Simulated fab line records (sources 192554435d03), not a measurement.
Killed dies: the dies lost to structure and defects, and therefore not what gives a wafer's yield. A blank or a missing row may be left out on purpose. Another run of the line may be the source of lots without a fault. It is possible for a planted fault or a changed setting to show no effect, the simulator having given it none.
One fault seen from 3 desks	flow n5-finfet	each desk has only its own numbers; what lay behind them comes last

== TOOL OWNER'S DESK, rie-diel-01 ==
The tool's own readings at N5_BEOL_M1_ETCH_64 (etches SOC in N2/H2, target depth 75 nm, overetch 15 nm, time 112.5 s): means of the sampled wafers that have a number, for each lot that ran on this tool. Any lot whose mean is over 4 standard deviations away from the usual mean is out of limits and marked OUT; that distance is given in the brackets.
Columns: A = drypump-motor-current-A at N5_BEOL_M1_ETCH_64, usual 5.8 A; B = oes-product-au at N5_BEOL_M1_ETCH_64, usual 0.62 a.u.; C = rf-fwd-power-W at N5_BEOL_M1_ETCH_64, usual 836.6 W; D = rf-vpp-V at N5_BEOL_M1_ETCH_64, usual 524 V; E = showerhead-plenum-p-Torr at N5_BEOL_M1_ETCH_64, usual 2.53 Torr; F = throttle-valve-pct at N5_BEOL_M1_ETCH_64, usual 17.8 %
lot	first seen here	A	B	C	D	E	F
L330	day 7 13:24	5.9	0.55	835.4	521	2.42	17.8
L334	day 8 09:49	5.7	0.61	904.8 (+28) OUT	510 (-4.8) OUT	2.47	17.6
This desk's finding: out of limits on L334; first on L334, day 8 09:49 (rf-fwd-power-W at N5_BEOL_M1_ETCH_64). Within limits: L330.

== AT THE METROLOGY DESK ==
Means of the sampled wafers that have a number, per lot and without regard to the tool the lot ran on: this is what the gauges read. Any lot whose mean is over 4 standard deviations away from the usual mean is out of limits and marked OUT; that distance is given in the brackets. It has 12 readings; the 7 that lie furthest out on some lot are the ones shown.
Columns: A = M1_OVL at N5_BEOL_M1_OVL_MEAS_12, usual -0.1 nm; B = DIBL_N at N5_BEOL_M4_RC_MEAS_101, usual 35.0 mV/V; C = DIBL_P at N5_BEOL_M4_RC_MEAS_101, usual 35.4 mV/V; D = IOFF_P at N5_BEOL_M4_RC_MEAS_101, usual 0.20 nA/um; E = ION_P at N5_BEOL_M4_RC_MEAS_101, usual 460 uA/um; F = SS_N at N5_BEOL_M4_RC_MEAS_101, usual 71.2 mV/dec; G = VT_N at N5_BEOL_M4_RC_MEAS_101, usual 252 mV
lot	first seen here	A	B	C	D	E	F	G
L330	day 7 11:41	-0.1	35.1	33.9	0.19	455	71.4	250
L334	day 8 09:37	-0.1	33.7	33.4	0.16	451	71.3	254
L344	day 11 02:04	0.3	33.2	33.6	0.18	456	70.6	256
L346	day 11 12:30	-1.0	32.3	34.8	0.17	464	70.9	252
L347	day 12 00:28	1.0	36.2	37.7	0.24	467	71.3	250
This desk's verdict: no lot among the 5 shows anything out of limits.

== THE DEFECT DESK ==
Inspection counts along the route, by lot: the mean over sampled wafers that carry a number. Any lot whose mean is over 4 standard deviations away from the usual mean is out of limits and marked OUT; that distance is given in the brackets.
Columns: A = raw-defect-count at N5_BEOL_M1_INSPECT_13, usual 392
lot	first seen here	A
L330	day 7 11:46	292
L334	day 8 09:43	307
L344	day 11 02:09	431
L346	day 11 12:35	296
L347	day 12 00:33	347
This desk's verdict: no lot among the 5 shows anything out of limits.

== ALL TOGETHER ==
At day 8 09:49, on L334, the tool owner's desk was in a position to raise an alarm.
At the metrology desk, nothing out of limits was observed.
Nothing out of limits was seen by the defect desk.
The metrology desk holds a record of L334, inside its limits.
The defect desk has L334 on record, within its limits.
Every lot named ran N5_BEOL_M1_ETCH_64 on rie-diel-01.

== WHAT THE SIMULATOR PUT IN ==
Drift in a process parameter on rie-diel-01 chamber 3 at N5_BEOL_M1_ETCH_64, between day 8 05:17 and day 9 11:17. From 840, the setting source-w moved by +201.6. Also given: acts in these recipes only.
Struck lots among those shown: L334.
Delay in hours, fault start to first out-of-limits reading, by desk: the tool owner's desk at 5.
